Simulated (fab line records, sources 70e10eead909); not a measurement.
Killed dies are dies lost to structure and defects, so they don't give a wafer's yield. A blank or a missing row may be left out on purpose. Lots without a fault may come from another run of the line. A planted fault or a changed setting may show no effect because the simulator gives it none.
One fault seen from 2 desks | flow nand_harc | each desk has only its own numbers; what lay behind them comes last

THE TOOL OWNER'S DESK: pecvd_onon-04
The tool's own readings at NHARC_A_ONON_D2_DEP_03 (target thk 1000 nm): means of the sampled wafers that have a number, for each lot that ran on this tool. A lot is out of limits, marked OUT, if its mean lies more than 4 standard deviations from the usual mean; the brackets give that distance.
Columns: A = susceptor_temp_C at NHARC_A_ONON_D2_DEP_03, usual 399.98 C
lot  | first seen here | A
L853 | day 13 05:34    | 400.29
L854 | day 13 06:52    | 399.79
L860 | day 15 11:14    | 399.98
L862 | day 16 08:25    | 400.13
L870 | day 19 20:27    | 400.06
This desk's finding: nothing out of limits on any of the 5 lots.

THE METROLOGY DESK
What the gauges read, lot by lot, whatever tool the lot ran on: means of the sampled wafers that have a number. A lot is out of limits, marked OUT, if its mean lies more than 4 standard deviations from the usual mean; the brackets give that distance.
Columns: A = thk_nm at NHARC_A_DECK1_JOINT_THK_MEAS_17, usual 44.7 nm; B = thk_nm at NHARC_A_ONON_D2_THK_MEAS_02, usual 1001 nm; C = thk_nm at NHARC_A_ONON_D2_THK_MEAS_05, usual 1001 nm
lot  | first seen here | A    | B    | C
L852 | day 13 04:43    | 45.2 | 982  | 1002
L853 | day 13 04:43    | 44.8 | 1000 | 992
L854 | day 13 05:58    | 45.1 | 1002 | 1002
L855 | day 13 05:58    | 44.5 | 998  | 1002
L857 | day 14 12:23    | 46.1 | 987  | 970
L860 | day 15 10:34    | 44.4 | 1002 | 695 (-28) OUT
L862 | day 16 07:45    | 45.3 | 1014 | 699 (-27) OUT
L866 | day 18 06:54    | 45.5 | 999  | 1014
L868 | day 18 22:50    | 43.2 | 999  | 1002
L869 | day 19 11:11    | 44.8 | 1016 | 1006
L871 | day 19 19:46    | 44.9 | 998  | 996
L870 | day 19 19:47    | 43.8 | 1011 | 1011
L872 | day 21 01:11    | 45.2 | 1011 | 1000
L873 | day 21 01:11    | 45.2 | 991  | 1011
This desk's finding: out of limits on L860, L862; first on L860, day 15 11:46 (thk_nm at NHARC_A_ONON_D2_THK_MEAS_05). In limits: L852, L853, L854, L855, L857, L866, L868, L869, L871, L870, L872, L873.

PUT TOGETHER
The metrology desk could have raised an alarm at day 15 11:46, on L860, L862.
The tool owner's desk saw nothing out of limits.
The tool owner's desk has L860, L862 on record, within its limits.
Of the lots named, all ran NHARC_A_ONON_D2_DEP_03 on pecvd_onon-04.

WHAT THE SIMULATOR HAD PUT IN
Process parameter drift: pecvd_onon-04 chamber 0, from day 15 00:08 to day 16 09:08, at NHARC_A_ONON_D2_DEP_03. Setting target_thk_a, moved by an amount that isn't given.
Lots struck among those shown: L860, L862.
Hours from the fault's start to each desk's first reading out of limits: the metrology desk, 12.
